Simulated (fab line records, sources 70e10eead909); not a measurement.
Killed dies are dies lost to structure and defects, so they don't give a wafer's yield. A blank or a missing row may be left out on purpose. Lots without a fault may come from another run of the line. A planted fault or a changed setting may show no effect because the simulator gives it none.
fab line records | flow nand_harc
record lots=12 wafers=36 last_day=33
route steps=1302 shown P_M2@343 P_BONDPAD@364 END@1302
lots that met no fault: from a run of the same line without faults
start_h: hours from the record's first day to the start of the lot's first wafer shown | wait_h: hours since the lot's step before | " the same as in the row above | L1.1+2: a row that stands for several wafers | - no value, or no start given | * or withheld: withheld | < > ~ a bound
route shown NAME@n: a module of which the file shows steps, and the number in the route of the first | usual: mean/standard deviation of fault-free wafers | same: alike in all rows | chamber/n: place in a boat | sites: the reading at each site | _std_site: their standard deviation | _edge_site: outer sites' mean less inner sites' | radius_mm: how far each site lies from the wafer's centre | mask NAME#n: copy n | behind: the tool/chamber that last shaped the wafer | hold: why the lot was held/for how many hours/how that ended | device: the transistor (n, p or np) that didn't switch | end of line: the same wafers' tests at the end of the route | a step without rows: its recipe alone | killed: dies lost to structure and defects at the first sort, not the wafer's yield | map: a wafer's dies, x killed, . not, _ none there
set.NAME: the setting as run; set.NAME@STEP: as run at that earlier step | model.NAME: the simulator's own value behind a step, which no gauge read
steps of the route over a sample of lots; a table a step, a row a wafer
services: from which hour (start_h, from the record's first day; less than 0 if before it) a tool's chamber was out of use, for how many hours, and why
## steps
# step NHARC_P_M2_ANNEAL_31
# recipe temp_c=225 time_s=90
# usual wafer_temp_C_max=225.85/0.28
# same time_s=90
# columns lot.wafer tool chamber start_h wait_h wafer_temp_C_max
L888.2 rtp_anneal-02 0 132.63 - 226.26
L888.5 " 0 " " 226.17
L888.6 " 0 " " 226.11
L889.1 rtp_anneal-02 0 142.29 - 226.27
L889.4 " 0 " " 225.79
L889.5 " 0 " " 225.77
L892.4 rtp_anneal-01 0 167.13 - 225.67
L892.5 " 0 " " 225.61
L892.6 " 0 " " 225.77
L893.1 rtp_anneal-02 0 183.64 0.3 225.82
L893.3 " 0 " " 225.91
L893.5 " 0 " " 226.06
L894.3 rtp_anneal-01 0 184.95 - 225.39
L894.4 " 0 " " 225.40
L894.5 " 0 " " 225.63
L896.2 rtp_anneal-01 0 212.44 0.4 225.49
L896.5 " 0 " " 225.52
L896.6 " 0 " " 225.58
L898.4 rtp_anneal-01 0 239.16 0.4 225.63
L898.5 " 0 " " 225.42
L898.6 " 0 " " 225.43
L900.1 rtp_anneal-01 0 254.30 0.3 225.89
L900.2 " 0 " " 225.52
L900.6 " 0 " " 225.56
L905.1 rtp_anneal-02 0 298.28 - 225.54
L905.3 " 0 " " 225.51
L905.5 " 0 " " 225.92
L909.3 rtp_anneal-02 0 336.40 0.3 226.33
L909.4 " 0 " " 226.68
L909.5 " 0 " " 226.09
L910.1 rtp_anneal-01 0 347.47 - 225.84
L910.4 " 0 " " 226.19
L910.5 " 0 " " 225.41
L911.1 rtp_anneal-02 0 358.96 0.3 225.88
L911.2 " 0 " " 225.89
L911.3 " 0 " " 225.82
# step NHARC_P_M2_INSPECT_27
# usual raw_defect_count=253/82
# columns lot.wafer tool chamber start_h wait_h raw_defect_count
L888.2 defect_inspect-02 - 133.42 0.0 163
L888.5 " - " " 232
L888.6 " - " " 240
L889.1 defect_inspect-01 - 143.11 0.0 354
L889.4 " - " " 246
L889.5 " - " " 347
L892.4 defect_inspect-02 - 167.81 0.0 409
L892.5 " - " " 455
L892.6 " - " " 401
L893.1 defect_inspect-01 - 184.48 0.0 195
L893.3 " - " " 247
L893.5 " - " " 177
L894.3 defect_inspect-01 - 185.66 0.0 297
L894.4 " - " " 330
L894.5 " - " " 160
L896.2 defect_inspect-02 - 213.21 0.0 170
L896.5 " - " " 203
L896.6 " - " " 266
L898.4 defect_inspect-02 - 239.82 0.0 247
L898.5 " - " " 328
L898.6 " - " " 197
L900.1 defect_inspect-02 - 255.11 0.0 321
L900.2 " - " " 400
L900.6 " - " " 154
L905.1 defect_inspect-01 - 299.10 0.0 325
L905.3 " - " " 252
L905.5 " - " " 279
L909.3 defect_inspect-02 - 337.11 0.0 397
L909.4 " - " " 177
L909.5 " - " " 131
L910.1 defect_inspect-01 - 348.28 0.0 304
L910.4 " - " " 350
L910.5 " - " " 331
L911.1 defect_inspect-02 - 359.78 0.0 223
L911.2 " - " " 374
L911.3 " - " " 183
# step NHARC_P_BONDPAD_CD_MEAS_09
# recipe target_cd_nm=500 landing_energy_ev=500
# usual cd_nm=499.7/2.5
# columns lot.wafer tool chamber start_h wait_h cd_nm
L888.2 cd_sem-02 0 135.27 - 497.6
L888.5 " 0 " " 496.1
L888.6 " 0 " " 498.8
L889.1 cd_sem-01 0 144.77 - 499.5
L889.4 " 0 " " 497.9
L889.5 " 0 " " 495.2
L892.4 cd_sem-02 0 169.59 - 500.0
L892.5 " 0 " " 499.0
L892.6 " 0 " " 499.6
L893.1 cd_sem-03 0 186.13 - 503.5
L893.3 " 0 " " 500.7
L893.5 " 0 " " 503.5
L894.3 cd_sem-03 0 187.30 - 496.3
L894.4 " 0 " " 500.8
L894.5 " 0 " " 501.5
L896.2 cd_sem-02 0 214.97 - 499.8
L896.5 " 0 " " 500.5
L896.6 " 0 " " 500.5
L898.4 cd_sem-03 0 241.49 - 498.6
L898.5 " 0 " " 498.8
L898.6 " 0 " " 497.5
L900.1 cd_sem-03 0 256.87 - 496.2
L900.2 " 0 " " 499.0
L900.6 " 0 " " 499.9
L905.1 cd_sem-01 0 301.17 - 498.5
L905.3 " 0 " " 497.6
L905.5 " 0 " " 500.4
L909.3 cd_sem-03 0 339.07 - 494.2
L909.4 " 0 " " 493.7
L909.5 " 0 " " 499.4
L910.1 cd_sem-02 0 350.26 - 498.8
L910.4 " 0 " " 494.8
L910.5 " 0 " " 499.4
L911.1 cd_sem-01 0 361.62 - 501.5
L911.2 " 0 " " 501.1
L911.3 " 0 " " 500.3
# step NHARC_P_BONDPAD_ETCH_24
# recipe target_depth_a=300 over_etch_frac=0.3 time_s=72.99 ion_energy_ev=150 cf4_flow_sccm=50 n2_flow_sccm=100 ar_flow_sccm=150 rf_w=300 bias_w=100 chemistry=CF4/N2
# usual drypump_motor_current_A=5.6/0.53 oes_product_au=1.001/0.01 rf_vpp_V=314.3/2.2 run_length_s=94.6/0.43 showerhead_plenum_p_Torr=2.64/0.12 throttle_valve_pct=19.795/0.0087
# same over_etch_frac=0.3
# columns lot.wafer tool chamber start_h wait_h drypump_motor_current_A oes_product_au rf_hours_counter_h rf_vpp_V run_length_s showerhead_plenum_p_Torr throttle_valve_pct
L888.2 rie_diel-13 2 136.07 0.1 6.2 0.998 3.7 311.3 94.5 2.54 19.811
L888.6 " 1 " " 5.1 1.013 - 313.7 94.8 2.52 19.796
L888.5 " 3 " " 6.1 1.008 - 312.8 94.1 2.53 19.788
L889.1 rie_diel-13 2 145.62 0.2 6.2 0.997 4.0 313.1 94.8 2.54 19.771
L889.4 " 3 " " 6.1 1.006 - 311.7 94.1 2.53 19.791
L889.5 " 3 " " 6.1 1.008 - 313.2 94.3 2.53 19.806
L892.4 rie_diel-03 0 170.34 - 5.0 0.991 2.8 317.5 94.0 2.80 19.784
L892.5 " 3 " " 4.8 1.008 - 317.4 94.8 2.77 19.791
L892.6 " 0 " " 4.9 0.999 - 316.3 94.5 2.80 19.799
L893.1 rie_diel-08 0 186.93 - 5.9 1.012 8.7 316.1 93.7 2.78 19.793
L893.3 " 1 " " 5.5 1.007 8.3 310.6 94.8 2.49 19.784
L893.5 " 1 " " 5.5 1.004 - 311.9 94.7 2.49 19.791
L894.3 rie_diel-08 2 188.04 - 5.9 1.016 7.2 311.8 95.4 2.56 19.789
L894.4 " 0 " " 6.0 1.011 8.7 316.4 94.1 2.78 19.797
L894.5 " 3 " " 6.1 1.018 - 314.5 94.5 2.69 19.800
L896.2 rie_diel-03 0 215.73 - 5.0 1.001 5.6 316.8 94.2 2.80 19.797
L896.5 " 3 " " 4.8 1.006 - 316.1 94.2 2.77 19.795
L896.6 " 0 " " 5.0 0.994 - 316.4 93.9 2.80 19.786
L898.4 rie_diel-13 2 242.30 - 6.2 0.992 1.8 313.3 94.5 2.54 19.798
L898.6 " 3 " " 6.1 1.006 - 311.7 94.5 2.53 19.798
L898.5 " 0 " " 5.6 1.020 - 317.1 94.2 2.77 19.799
L900.2 rie_diel-13 0 257.62 - 5.6 1.014 2.0 315.5 93.6 2.77 19.791
L900.1 " 3 " " 6.1 0.999 1.2 310.8 94.4 2.53 19.790
L900.6 " 1 " " 5.0 1.014 - 312.6 94.9 2.52 19.798
L905.3 rie_diel-03 3 301.92 - 4.8 0.997 1.2 316.0 94.2 2.76 19.795
L905.1 " 1 " " 6.3 0.988 1.6 314.2 95.3 2.62 19.786
L905.5 " 0 " " 5.0 0.995 - 317.2 93.9 2.80 19.782
L909.4 rie_diel-03 3 339.81 - 4.8 1.013 3.6 314.7 61.8 2.76 19.785
L909.3 " 0 " " 5.0 0.989 3.3 317.8 61.1 2.80 19.786
L909.5 " 0 " " 5.0 1.008 - 318.0 61.2 2.80 19.797
L910.1 rie_diel-03 2 351.02 - 4.8 0.994 3.7 314.9 62.3 2.77 19.802
L910.4 " 3 " " 4.8 1.012 3.8 316.2 61.4 2.76 19.804
L910.5 " 1 " " 6.3 0.993 - 314.3 61.8 2.62 19.806
L911.3 rie_diel-13 1 362.37 - 5.0 0.986 0.2 311.4 94.6 2.52 19.803
L911.2 " 2 " " 6.2 0.996 0.2 310.5 94.5 2.53 19.798
L911.1 " 3 " " 6.1 1.000 0.3 310.9 94.2 2.53 19.785
# step NHARC_END_SORT_01
# recipe temp_c=25
# usual defect_limited_yield=90.9/2.6 killed_at_array=57/18 killed_at_other=0.9/1.3 killed_at_periphery=3.5/2.2 killed_dies=62/18 killed_open=3.0/1.7 killed_short=2.3/1.5
# same gross_dies=677
# columns lot.wafer tool chamber start_h wait_h hold defect_limited_yield[%] killed_at_array killed_at_other killed_at_periphery killed_dies killed_open killed_short
L889.1 prober-02 0 569.90 2.5 - 90.8 50 1 11 62 6 1
L889.4 prober-02 0 572.33 3.4 - 93.1 42 0 5 47 4 5
L889.5 prober-02 0 573.14 3.7 - 92.9 40 0 8 48 2 4
L888.2 prober-01 0 570.72 2.8 - 88.2 74 0 6 80 5 3
L888.5 prober-01 0 573.13 3.7 - 85.4 95 1 3 99 5 9
L888.6 prober-01 0 573.94 4.0 - 89.5 69 0 2 71 2 0
L892.4 prober-01 0 593.60 3.4 - 88.9 72 0 3 75 2 1
L892.5 prober-01 0 594.40 3.7 - 87.3 80 1 5 86 5 1
L892.6 prober-01 0 595.20 4.0 - 88.0 78 0 3 81 2 3
L893.1 prober-01 0 622.23 2.5 - 92.0 48 1 5 54 3 2
L893.3 prober-01 0 623.84 3.1 - 92.2 49 1 3 53 5 0
L893.5 prober-01 0 625.45 3.7 - 90.1 63 1 3 67 5 1
L894.3 prober-02 0 645.40 3.1 - 87.1 84 2 1 87 3 1
L894.4 prober-02 0 646.20 3.4 - 87.6 82 1 1 84 4 4
L894.5 prober-02 0 647.01 3.7 - 87.6 81 0 3 84 3 3
L896.2 prober-02 0 655.69 2.8 - 94.4 35 0 3 38 4 4
L896.5 prober-02 0 658.08 3.7 - 95.1 28 3 2 33 3 3
L896.6 prober-02 0 658.88 4.0 - 94.7 34 0 2 36 8 1
L898.4 prober-01 0 672.34 3.4 - 96.6 20 0 3 23 1 1
L898.5 prober-01 0 673.14 3.7 - 97.2 16 1 2 19 3 0
L898.6 prober-01 0 673.94 4.0 - 96.8 21 0 1 22 1 2
L900.1 prober-01 0 677.83 2.5 - 90.5 56 6 2 64 0 5
L900.2 prober-01 0 678.62 2.8 - 92.0 52 0 2 54 2 2
L900.6 prober-01 0 681.78 3.9 - 91.7 54 1 1 56 2 2
L905.1 prober-01 0 706.39 2.4 - 88.3 78 0 1 79 2 2
L905.3 prober-01 0 707.97 3.0 - 89.8 67 0 2 69 3 0
L905.5 prober-01 0 709.56 3.7 - 90.4 63 0 2 65 2 6
L909.3 prober-01 0 763.38 3.1 await_dispo/4.2h/scrap 0 75 1 601 677 2 5
L909.4 prober-01 0 764.17 3.3 await_dispo/4.2h/scrap 0 66 1 610 677 4 2
L909.5 prober-01 0 764.95 3.6 await_dispo/4.2h/scrap 0 53 1 623 677 3 3
L910.1 prober-01 0 771.97 2.5 await_dispo/3.1h/scrap 0 29 1 647 677 2 4
L910.4 prober-01 0 774.40 3.4 await_dispo/3.1h/scrap 0 43 3 631 677 4 3
L910.5 prober-01 0 775.21 3.7 await_dispo/3.1h/scrap 0 42 4 631 677 2 5
L911.1 prober-02 0 786.89 2.5 - 94.5 34 0 3 37 4 3
L911.2 prober-02 0 787.67 2.8 - 94.8 34 0 1 35 1 2
L911.3 prober-02 0 788.46 3.1 - 92.3 48 0 4 52 2 3
# killed by level:class
L889.1 A_SLIT:chamber_film_flake=24 A_CONTACT:chamber_film_flake=6 A_CHANNEL_HOLE_D2:chamber_film_flake=5 P_ZERO_WELL:chamber_film_flake=3 A_DECK1_JOINT:chamber_film_flake=3 A_CHANNEL_FILL_D2:chamber_film_flake=3 P_STI:chamber_film_flake=2 A_CHANNEL_HOLE_D1:chamber_film_flake=2
L888.2 A_CHANNEL_HOLE_D2:chamber_film_flake=34 A_CHANNEL_HOLE_D1:chamber_film_flake=28 P_M1:chamber_film_flake=4 A_CHANNEL_FILL_D2:geometric_particle:open=2 A_WL_FILL:chamber_film_flake=2 P_M0:geometric_particle:open=1 A_SOURCE_PLATE:geometric_particle:short=1 A_ONON_D1:geometric_particle:short=1
L889.4 A_SLIT:chamber_film_flake=22 A_CHANNEL_HOLE_D2:chamber_film_flake=6 A_BLC:geometric_particle:open=2 P_M2:chamber_film_flake=2 A_CONTACT:chamber_film_flake=2 P_GATE:geometric_particle:short=1 A_DECK1_JOINT:geometric_particle:short=1 A_ONON_D2:geometric_particle:short=1
L888.5 A_CHANNEL_HOLE_D2:chamber_film_flake=39 A_CHANNEL_HOLE_D1:chamber_film_flake=33 A_CONTACT:unspecified=5 A_CHANNEL_HOLE_D1:geometric_particle:short=2 A_WL_FILL:geometric_particle:short=2 A_M0:geometric_particle:short=2 P_GATE:chamber_film_flake=2 P_CONTACT:geometric_particle:open=1
L889.5 A_SLIT:chamber_film_flake=23 P_M2:chamber_film_flake=4 A_DECK1_JOINT:chamber_film_flake=4 P_ZERO_WELL:chamber_film_flake=3 A_CHANNEL_HOLE_D2:chamber_film_flake=3 A_SGD_CUT:chamber_film_flake=2 P_CONTACT:geometric_particle:open=1 A_CHANNEL_HOLE_D1:geometric_particle:short=1
L888.6 A_CHANNEL_HOLE_D1:chamber_film_flake=31 A_CHANNEL_HOLE_D2:chamber_film_flake=31 A_STAIRCASE:chamber_film_flake=3 A_ONON_D1:geometric_particle:open=1 A_CHANNEL_FILL_D2:geometric_particle:open=1 P_ZERO_WELL:chamber_film_flake=1 P_M1:chamber_film_flake=1 A_CHANNEL_FILL_D2:chamber_film_flake=1
L892.4 A_CHANNEL_HOLE_D1:chamber_film_flake=34 A_CHANNEL_HOLE_D2:chamber_film_flake=26 A_CHANNEL_FILL_D2:chamber_film_flake=4 A_CONTACT:chamber_film_flake=4 A_CHANNEL_FILL_D2:geometric_particle:short=1 A_CHANNEL_FILL_D2:geometric_particle:open=1 A_WL_FILL:geometric_particle:open=1 P_ZERO_WELL:chamber_film_flake=1
L892.5 A_CHANNEL_HOLE_D2:chamber_film_flake=34 A_CHANNEL_HOLE_D1:chamber_film_flake=33 P_GATE:chamber_film_flake=3 A_CONTACT:chamber_film_flake=3 A_CHANNEL_FILL_D2:geometric_particle:open=2 A_CHANNEL_FILL_D2:chamber_film_flake=2 A_BONDPAD:chamber_film_flake=2 A_CHANNEL_HOLE_D1:geometric_particle:short=1
L892.6 A_CHANNEL_HOLE_D1:chamber_film_flake=33 A_CHANNEL_HOLE_D2:chamber_film_flake=33 A_CONTACT:chamber_film_flake=3 P_GATE:chamber_film_flake=2 A_CHANNEL_FILL_D2:chamber_film_flake=2 P_CONTACT:geometric_particle:open=1 A_DECK1_JOINT:geometric_particle:short=1 A_CHANNEL_FILL_D2:geometric_particle:short=1
L893.1 A_CHANNEL_HOLE_D1:chamber_film_flake=24 A_CHANNEL_HOLE_D2:chamber_film_flake=9 A_STAIRCASE:chamber_film_flake=4 A_CONTACT:chamber_film_flake=3 A_WL_FILL:chamber_film_flake=3 A_CHANNEL_HOLE_D1:geometric_particle:short=2 P_GATE:chamber_film_flake=2 P_GATE:geometric_particle:open=1
L893.3 A_CHANNEL_HOLE_D1:chamber_film_flake=31 A_CHANNEL_HOLE_D2:chamber_film_flake=7 A_CONTACT:chamber_film_flake=3 A_CHANNEL_FILL_D1:geometric_particle:open=2 A_WL_FILL:chamber_film_flake=2 P_M1:geometric_particle:open=1 P_M2:geometric_particle:open=1 A_BLC:geometric_particle:open=1
L893.5 A_CHANNEL_HOLE_D1:chamber_film_flake=38 A_CHANNEL_HOLE_D2:chamber_film_flake=13 A_CONTACT:chamber_film_flake=5 P_CONTACT:geometric_particle:open=2 A_CHANNEL_HOLE_D1:geometric_particle:open=1 A_CHANNEL_FILL_D2:geometric_particle:open=1 A_CHANNEL_FILL_D2:geometric_particle:short=1 A_M0:geometric_particle:open=1
L894.3 A_CHANNEL_HOLE_D2:chamber_film_flake=33 A_SLIT:chamber_film_flake=32 A_STAIRCASE:chamber_film_flake=4 A_CHANNEL_HOLE_D1:chamber_film_flake=3 A_CONTACT:chamber_film_flake=3 A_WL_FILL:chamber_film_flake=3 THIN_TSV:chamber_film_flake=2 P_CONTACT:geometric_particle:open=1
L894.4 A_CHANNEL_HOLE_D2:chamber_film_flake=34 A_SLIT:chamber_film_flake=28 A_ZERO_WELL:chamber_film_flake=3 A_STAIRCASE:chamber_film_flake=3 A_DECK1_JOINT:geometric_particle:short=2 A_DECK1_JOINT:geometric_particle:open=2 A_WL_FILL:geometric_particle:short=2 A_CHANNEL_HOLE_D1:chamber_film_flake=2
L894.5 A_CHANNEL_HOLE_D2:chamber_film_flake=37 A_SLIT:chamber_film_flake=34 A_CONTACT:chamber_film_flake=3 P_GATE:geometric_particle:open=1 P_M0:geometric_particle:open=1 P_M0:geometric_particle:short=1 A_DECK1_JOINT:geometric_particle:short=1 A_CHANNEL_FILL_D2:geometric_particle:open=1
L896.2 A_CHANNEL_HOLE_D2:chamber_film_flake=16 A_CHANNEL_HOLE_D1:chamber_film_flake=4 A_BONDPAD:chamber_film_flake=3 A_WL_FILL:chamber_film_flake=2 P_CONTACT:geometric_particle:open=1 A_ONON_D1:geometric_particle:short=1 A_CHANNEL_FILL_D1:geometric_particle:open=1 A_DECK1_JOINT:geometric_particle:open=1
L896.5 A_CHANNEL_HOLE_D2:chamber_film_flake=10 A_CHANNEL_HOLE_D1:chamber_film_flake=6 A_WL_FILL:chamber_film_flake=3 A_SLIT:chamber_film_flake=2 A_CONTACT:chamber_film_flake=2 P_M0:geometric_particle:open=1 A_DECK1_JOINT:geometric_particle:open=1 A_ONON_D2:geometric_particle:open=1
L896.6 A_CHANNEL_HOLE_D1:chamber_film_flake=8 A_CHANNEL_HOLE_D2:chamber_film_flake=8 A_BONDPAD:chamber_film_flake=4 A_M1:geometric_particle:open=2 A_STAIRCASE:chamber_film_flake=2 P_M0:geometric_particle:open=1 A_ONON_D2:geometric_particle:open=1 A_CHANNEL_HOLE_D2:geometric_particle:open=1
L898.4 A_CONTACT:chamber_film_flake=8 P_ZERO_WELL:chamber_film_flake=2 A_CHANNEL_HOLE_D1:chamber_film_flake=2 A_STAIRCASE:chamber_film_flake=2 A_SLIT:chamber_film_flake=2 A_WL_FILL:chamber_film_flake=2 P_M0:geometric_particle:open=1 A_M0:geometric_particle:short=1
L898.5 A_CHANNEL_HOLE_D1:chamber_film_flake=6 A_CONTACT:chamber_film_flake=4 A_CHANNEL_FILL_D1:geometric_particle:open=1 A_CONTACT:geometric_particle:open=1 STARTING-WAFER:geometric_particle:open=1 P_ZERO_WELL:chamber_film_flake=1 P_STI:chamber_film_flake=1 A_CHANNEL_HOLE_D2:chamber_film_flake=1
L898.6 A_CONTACT:chamber_film_flake=8 A_CHANNEL_HOLE_D1:chamber_film_flake=7 A_CHANNEL_FILL_D1:geometric_particle:short=1 A_DECK1_JOINT:geometric_particle:short=1 A_SGD_CUT:geometric_particle:open=1 A_WL_FILL:chamber_film_flake=1 P_ZERO_WELL:chamber_film_flake=1 A_CHANNEL_FILL_D2:chamber_film_flake=1
L900.1 A_SLIT:chamber_film_flake=24 A_CHANNEL_HOLE_D1:chamber_film_flake=11 A_CONTACT:chamber_film_flake=8 THIN_TSV:chamber_film_flake=6 A_DECK1_JOINT:chamber_film_flake=4 A_WL_FILL:chamber_film_flake=2 A_SOURCE_PLATE:geometric_particle:short=1 A_DECK1_JOINT:geometric_particle:short=1
L900.2 A_SLIT:chamber_film_flake=32 A_CONTACT:chamber_film_flake=7 A_CHANNEL_HOLE_D1:chamber_film_flake=4 A_STAIRCASE:chamber_film_flake=2 A_WL_FILL:chamber_film_flake=2 P_M2:geometric_particle:open=1 A_CHANNEL_FILL_D1:geometric_particle:short=1 A_CHANNEL_FILL_D2:geometric_particle:open=1
L900.6 A_SLIT:chamber_film_flake=34 A_CHANNEL_HOLE_D1:chamber_film_flake=6 A_CONTACT:chamber_film_flake=5 A_CHANNEL_HOLE_D2:chamber_film_flake=2 A_DECK1_JOINT:geometric_particle:short=1 A_CHANNEL_FILL_D2:geometric_particle:open=1 A_SGD_CUT:geometric_particle:short=1 A_M0:geometric_particle:open=1
L905.1 A_CHANNEL_HOLE_D1:chamber_film_flake=41 A_CHANNEL_HOLE_D2:chamber_film_flake=22 A_CHANNEL_FILL_D1:geometric_particle:short=2 A_SLIT:chamber_film_flake=2 A_STAIRCASE:chamber_film_flake=2 A_CONTACT:chamber_film_flake=2 A_BLC:chamber_film_flake=2 A_CHANNEL_FILL_D1:geometric_particle:open=1
L905.3 A_CHANNEL_HOLE_D1:chamber_film_flake=37 A_CHANNEL_HOLE_D2:chamber_film_flake=16 A_DECK1_JOINT:chamber_film_flake=4 A_CONTACT:chamber_film_flake=3 A_ZERO_WELL:chamber_film_flake=2 A_SLIT:chamber_film_flake=2 P_M2:geometric_particle:open=1 P_BONDPAD:geometric_particle:open=1
L905.5 A_CHANNEL_HOLE_D1:chamber_film_flake=29 A_CHANNEL_HOLE_D2:chamber_film_flake=18 A_SLIT:chamber_film_flake=3 A_CONTACT:chamber_film_flake=3 A_ONON_D2:geometric_particle:short=2 A_DECK1_JOINT:geometric_particle:short=1 A_ONON_D2:geometric_particle:open=1 A_CHANNEL_FILL_D2:geometric_particle:open=1
L909.3 P_BONDPAD:area_etch=598 A_CHANNEL_HOLE_D2:chamber_film_flake=29 A_CHANNEL_HOLE_D1:chamber_film_flake=13 A_STAIRCASE:chamber_film_flake=8 A_CONTACT:chamber_film_flake=6 A_SLIT:chamber_film_flake=5 A_M1:chamber_film_flake=3 A_CHANNEL_FILL_D1:chamber_film_flake=2
L909.4 P_BONDPAD:area_etch=607 A_CHANNEL_HOLE_D2:chamber_film_flake=21 A_CHANNEL_HOLE_D1:chamber_film_flake=10 A_SLIT:chamber_film_flake=10 A_STAIRCASE:chamber_film_flake=9 A_CONTACT:chamber_film_flake=7 A_CHANNEL_FILL_D1:chamber_film_flake=2 P_M0:geometric_particle:open=1
L909.5 P_BONDPAD:area_etch=621 A_CHANNEL_HOLE_D2:chamber_film_flake=23 A_CHANNEL_HOLE_D1:chamber_film_flake=8 A_STAIRCASE:chamber_film_flake=7 A_SLIT:chamber_film_flake=7 A_CONTACT:chamber_film_flake=3 P_M1:geometric_particle:open=1 A_ONON_D2:geometric_particle:short=1
L910.1 P_BONDPAD:area_etch=646 A_CHANNEL_HOLE_D1:chamber_film_flake=11 A_CONTACT:chamber_film_flake=4 A_SLIT:chamber_film_flake=3 A_SGD_CUT:geometric_particle:short=2 A_CHANNEL_HOLE_D2:chamber_film_flake=2 A_ONON_D1:geometric_particle:open=1 A_ONON_D1:geometric_particle:short=1
L910.4 P_BONDPAD:area_etch=629 A_CHANNEL_HOLE_D1:chamber_film_flake=20 A_SLIT:chamber_film_flake=9 A_CONTACT:chamber_film_flake=6 THIN_TSV:chamber_film_flake=3 A_M1:chamber_film_flake=2 P_GATE:geometric_particle:short=1 P_GATE:geometric_particle:open=1
L910.5 P_BONDPAD:area_etch=629 A_CHANNEL_HOLE_D1:chamber_film_flake=15 A_SLIT:chamber_film_flake=9 A_CONTACT:chamber_film_flake=4 A_M1:chamber_film_flake=3 THIN_TSV:chamber_film_flake=3 A_STAIRCASE:chamber_film_flake=2 P_M2:geometric_particle:short=1
L911.1 A_CHANNEL_HOLE_D1:chamber_film_flake=11 A_SLIT:chamber_film_flake=7 A_ZERO_WELL:chamber_film_flake=4 A_CHANNEL_FILL_D1:chamber_film_flake=2 A_CONTACT:chamber_film_flake=2 P_GATE:geometric_particle:open=1 P_M1:geometric_particle:open=1 A_SOURCE_PLATE:geometric_particle:open=1
L911.2 A_CHANNEL_HOLE_D1:chamber_film_flake=11 A_SLIT:chamber_film_flake=11 A_CONTACT:chamber_film_flake=4 A_ZERO_WELL:chamber_film_flake=2 A_SOURCE_PLATE:geometric_particle:short=1 A_CHANNEL_HOLE_D1:geometric_particle:short=1 A_CHANNEL_HOLE_D2:geometric_particle:open=1 P_BONDPAD:chamber_film_flake=1
L911.3 A_CHANNEL_HOLE_D1:chamber_film_flake=15 A_SLIT:chamber_film_flake=10 A_CONTACT:chamber_film_flake=7 A_STAIRCASE:chamber_film_flake=4 P_BONDPAD:chamber_film_flake=2 A_ZERO_WELL:chamber_film_flake=2 A_CHANNEL_FILL_D1:chamber_film_flake=2 A_CHANNEL_HOLE_D2:chamber_film_flake=2
## services
# columns tool chamber start_h hours kind
rie_diel-03 0 113.30 - clean
rie_diel-03 1 113.30 - clean
rie_diel-03 2 113.30 - clean
rie_diel-03 3 113.30 - clean
rie_diel-13 0 119.65 - clean
rie_diel-13 1 119.65 - clean
rie_diel-13 2 119.65 - clean
rie_diel-13 3 119.65 - clean
rie_diel-13 0 135.62 14.8 repair
rie_diel-03 0 137.80 - clean
rie_diel-03 1 137.80 - clean
rie_diel-13 1 142.03 8.9 repair
rie_diel-03 0 155.35 6.5 repair
rie_diel-13 - 165.00 9.0 pm
rie_diel-13 3 183.32 19.9 repair
rie_diel-08 - 190.80 9.0 pm
rie_diel-03 3 200.64 1.8 repair
rie_diel-08 2 240.38 14.4 repair
rie_diel-08 0 248.12 31.5 repair
rie_diel-13 3 250.94 1.7 repair
rie_diel-08 - 271.13 0.5 repair
rie_diel-03 - 281.30 9.0 pm
rie_diel-08 0 288.45 7.4 repair
rie_diel-13 - 342.00 9.0 pm
## key
first_sign step=NHARC_P_BONDPAD_ETCH_24 reading=run_length_s direction=down sigmas=76 usual=* struck=*
effect step=NHARC_END_SORT_01 reading=killed_at_periphery direction=up sigmas=99+ usual=3.5 struck=623.8
more_kills_born_at NHARC_P_BONDPAD_ETCH_24@rie_diel-03=3730
met_at NHARC_P_BONDPAD_ETCH_24
struck_lots L909,L910
later_rows_left_out L909.3,L909.4,L909.5,L910.1,L910.4,L910.5
not_acting_at NHARC_P_M2_ANNEAL_31,NHARC_P_M2_INSPECT_27,NHARC_P_BONDPAD_CD_MEAS_09
onset_between 301.92 339.81
fault kind=process_parameter_drift tool=rie_diel-03 chamber=- onset_h=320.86 steps=NHARC_P_BONDPAD_ETCH_24 channel=time_s offset=* shape=step end_h=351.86 acts_in=* stated=*
# later_rows_left_out: the simulator's readings of these wafers behind a module that went badly wrong aren't trusted and aren't shown, but for the sort
